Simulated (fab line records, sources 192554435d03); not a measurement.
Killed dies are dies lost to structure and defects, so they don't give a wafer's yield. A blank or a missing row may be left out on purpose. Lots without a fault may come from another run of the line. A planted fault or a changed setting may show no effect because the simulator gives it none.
Which tool did it? | flow n5_finfet | 22 lots, 66 wafers sampled, at 1 step of a route of 1938

WHAT THE GAUGES READ, wafer by wafer
N5_BEOL_M0_SAQP_INSPECT_42: inspects for defects (brightfield). Usual: raw_defect_count 296, standard deviation 77.
lot  | measured     | on                | raw_defect_count | flag
L076 | day 6 09:22  | defect_inspect-02 | 260 201 246      |
L077 | day 6 11:20  | defect_inspect-02 | 177 218 239      |
L078 | day 6 21:41  | defect_inspect-02 | 310 364 189      |
L079 | day 7 01:45  | defect_inspect-02 | 203 227 230      |
L080 | day 7 08:52  | defect_inspect-02 | 230 158 267      |
L081 | day 7 12:11  | defect_inspect-01 | 297 330 245      |
L082 | day 7 23:52  | defect_inspect-02 | 210 227 276      |
L083 | day 8 03:48  | defect_inspect-01 | 319 296 368      |
L084 | day 8 12:25  | defect_inspect-02 | 259 236 248      |
L085 | day 8 17:36  | defect_inspect-01 | 261 384 259      |
L086 | day 8 21:56  | defect_inspect-02 | 180 201 263      |
L087 | day 9 00:32  | defect_inspect-01 | 313 378 337      |
L088 | day 9 05:15  | defect_inspect-01 | 344 468 467      |
L089 | day 9 14:52  | defect_inspect-01 | 417 284 286      |
L090 | day 9 17:26  | defect_inspect-02 | 378 331 332      |
L091 | day 10 00:20 | defect_inspect-01 | 307 267 300      |
L092 | day 10 06:10 | defect_inspect-01 | 507 431 341      |
L093 | day 10 14:13 | defect_inspect-01 | 268 255 221      |
L094 | day 10 15:08 | defect_inspect-02 | 355 300 212      |
L095 | day 10 20:27 | defect_inspect-01 | 346 508 495      |
L096 | day 11 03:27 | defect_inspect-01 | 252 248 207      |
L097 | day 11 07:11 | defect_inspect-02 | 292 312 324      |

WHICH TOOL RAN EACH LOT (tool, then ch and the chambers of the sampled wafers, then the start)
The record holds no process step before these readings.

WHAT THE TOOLS THEMSELVES READ (means of the sampled wafers that have a number; where no wafer has one, the mark that the record gives instead)
The record holds no such reading with a usual standard deviation.

THE ANSWER, worked out from the rows above alone
Rule: a lot is off if the mean of its wafers that have a number lies more than 3 standard deviations from the usual mean. A lot without any number at a reading at which 4 lots or more have one is off too. The other lots that the step has rows for count as sound. The gauges are gone through in route order, then the tools' own readings, and for those a lot's mean is taken as printed above. The first step at which some lot is off is used, and at that step the reading that is off furthest; a lot without a number counts as furthest.
No lot is off at any reading shown: from this, nothing can be told.

WHAT THE SIMULATOR HAD PUT IN
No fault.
